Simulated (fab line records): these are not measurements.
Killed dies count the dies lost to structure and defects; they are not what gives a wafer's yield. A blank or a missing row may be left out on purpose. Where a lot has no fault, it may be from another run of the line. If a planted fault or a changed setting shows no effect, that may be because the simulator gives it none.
Lot-split experiment	flow n5Finfet	39 wafers read from 7 lots, route of 1938 steps

== SPLIT DETAILS ==
At N5_DUMMY_GATE_ETCH_44 (etches poly-Si in HBr/O2, stops on SiO2, target depth 127.5 nm), the setting targetDepthA was moved away from the recipe's 1275 angstrom on 18 of the 39 wafers read, by -6.8% to +12.1%. All remaining wafers had this setting at the recipe value.

Reading taken at the split's own step.

== THE READING ==
oesProductAu, in a.u., at N5_DUMMY_GATE_ETCH_44 (etches poly-Si in HBr/O2, stops on SiO2, target depth 127.5 nm). A value of 0.735 a.u. with a standard deviation of 0.011 a.u. is what fault-free wafers of this fab line usually give.

wafer	tool, chamber at the split	targetDepthA as run, angstrom	against the recipe	oesProductAu, a.u.	against lot-mates on the recipe
L078.1	rieSi-03, 0	1275	recipe	0.737	-
L078.2	rieSi-03, 1	1275	recipe	0.737	-
L078.3	rieSi-03, 2	1275	recipe	0.737	-
L078.4	rieSi-03, 2	1388	+8.9%	0.709	-0.028
L078.5	rieSi-03, 1	1388	+8.9%	0.705	-0.032
L078.6	rieSi-03, 0	1388	+8.9%	0.707	-0.030
L079.1	rieSi-03, 2	1275	recipe	0.732	-
L079.2	rieSi-03, 1	1275	recipe	0.730	-
L079.5	rieSi-03, 0	1275	recipe	0.734	-
L080.1	rieSi-03, 1	1275	recipe	0.721	-
L080.2	rieSi-03, 2	1275	recipe	0.731	-
L080.3	rieSi-03, 0	1188	-6.8%	0.756	+0.028
L080.4	rieSi-03, 0	1188	-6.8%	0.772	+0.044
L080.5	rieSi-03, 2	1275	recipe	0.731	-
L080.6	rieSi-03, 1	1188	-6.8%	0.753	+0.025
L088.1	rieSi-03, 2	1429	+12.1%	0.694	-0.043
L088.2	rieSi-03, 3	1275	recipe	0.744	-
L088.3	rieSi-03, 0	1429	+12.1%	0.698	-0.039
L088.4	rieSi-03, 1	1275	recipe	0.727	-
L088.5	rieSi-03, 2	1275	recipe	0.739	-
L088.6	rieSi-03, 3	1429	+12.1%	0.698	-0.039
L092.1	rieSi-01, 2	1386	+8.7%	0.693	-0.032
L092.2	rieSi-01, 0	1386	+8.7%	0.708	-0.017
L092.3	rieSi-01, 1	1386	+8.7%	0.699	-0.026
L092.4	rieSi-01, 1	1275	recipe	0.724	-
L092.5	rieSi-01, 2	1275	recipe	0.725	-
L092.6	rieSi-01, 0	1275	recipe	0.726	-
L095.1	rieSi-02, 0	1275	recipe	0.739	-
L095.2	rieSi-02, 2	1197	-6.1%	0.761	+0.032
L095.3	rieSi-02, 3	1197	-6.1%	0.751	+0.022
L095.4	rieSi-02, 1	1275	recipe	0.714	-
L095.5	rieSi-02, 3	1197	-6.1%	0.756	+0.027
L095.6	rieSi-02, 2	1275	recipe	0.733	-
L096.1	rieSi-02, 1	1275	recipe	0.703	-
L096.2	rieSi-02, 2	1275	recipe	0.739	-
L096.3	rieSi-02, 3	1275	recipe	0.729	-
L096.4	rieSi-02, 0	1399	+9.7%	0.716	-0.008
L096.5	rieSi-02, 0	1399	+9.7%	0.712	-0.012
L096.6	rieSi-02, 3	1399	+9.7%	0.691	-0.033

FIT RESULTS
A straight line over all 39 wafers: oesProductAu changes by -0.00319 a.u. for each +1% of targetDepthA; r = -0.90; the points scatter about the line by 0.009 a.u.
The same after taking each lot's own level away (the mean of its wafers on the recipe; 39 wafers): -0.00334 a.u. for each +1%; r = -0.91; scatter 0.0088 a.u.
On that fit, the largest move of targetDepthA shifts the reading by 0.04 a.u.
Across the lots, their own levels run from 0.7237 to 0.7370 a.u., a range of 1.2 times the standard deviation given above.
The two slopes are in agreement: the lot-to-lot level therefore moves the slope only a little.
Check: -0.037 a.u. against its lot-mates is what the line predicts for one of the wafers moved furthest among these (+12.1%) when that wafer is left out of the fit. It came out at -0.0427 a.u. against them.
Tool readings at the split's step, against how far the setting was moved: oesProductAu r = -0.90.

== OTHER SPLITS ON THESE WAFERS ==
These wafers also went through other splits before the reading. Each is held against what the fit with the lots' levels taken away leaves over:
other split on the same wafers	wafers away from the commonest value	r with oesProductAu (lot level and that fit taken away)
N5_ZERO_LAYER_PECVD_02 targetThkA	15	+0.08
N5_WELL_APT_EXPOSE_05 doseMj	12	+0.04
N5_FIN_SAQP_SPACER2_ALD_28 targetThkA	6	+0.10
N5_FIN_CUT_CUT_ETCH_26 sourceW	12	+0.14

== FILE'S OWN FIT ==
oesProductAu changes by -0.00319 a.u. for each +1% of targetDepthA, r = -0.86.
